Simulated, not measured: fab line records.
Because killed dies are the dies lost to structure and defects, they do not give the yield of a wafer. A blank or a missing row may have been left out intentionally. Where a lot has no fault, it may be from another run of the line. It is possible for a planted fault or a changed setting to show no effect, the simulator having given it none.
Matching of chambers -- flow nand harc -- NHARC_A_BONDPAD_CMP_19 on cmp-04 has 4 sister chambers
The step polishes, t overpolish 30 s, cu recess touch 16 s, target thk 169.82 nm. 4 wafers are shown with their chamber, then 10 later ones without.

## WAFERS, EACH WITH ITS CHAMBER
wafer,chamber,motor current A (A)
L090.1,3,12.4
L090.5,0,10.2
L091.1,2,12.2
L091.3,1,11.7

## WAFERS WITHOUT THEIR CHAMBER
wafer,motor current A (A)
L091.5,11.6
L092.1,11.8
L092.3,12.8
L092.5,9.8
L093.3,11.9
L093.4,10.0
L093.5,11.4
L097.3,10.9
L097.4,12.6
L097.5,12.3

## EACH ONE'S CHAMBER
wafer,from the rows above,in truth
L091.5,can't be placed: 1 or 2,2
L092.1,can't be placed: 1 or 2 or 3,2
L092.3,can't be placed: 3 or 2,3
L092.5,0,0
L093.3,can't be placed: 1 or 2 or 3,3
L093.4,0,0
L093.5,can't be placed: 1 or 2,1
L097.3,can't be placed: 0 or 1 or 2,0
L097.4,can't be placed: 3 or 2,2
L097.5,can't be placed: 3 or 2 or 1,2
2 of 10 placed correctly. Cannot be placed on the basis of these rows: 8; the candidates contain the true chamber in 8. Number placed wrongly: 0.
How it was worked out, from the rows above alone: a wafer's distance from a chamber is the root of the sum, over the readings, of the square of ((its reading less the chamber's mean) divided by the reading's scatter). If the next closest chamber is less than 2 further off than the closest, the wafer can't be placed; otherwise it belongs to the closest. The mean given for a chamber averages the wafers shown for that chamber. The scatter: with one shown wafer a chamber, the root of the mean of the squares of how far each hidden wafer lies from its nearest shown one.
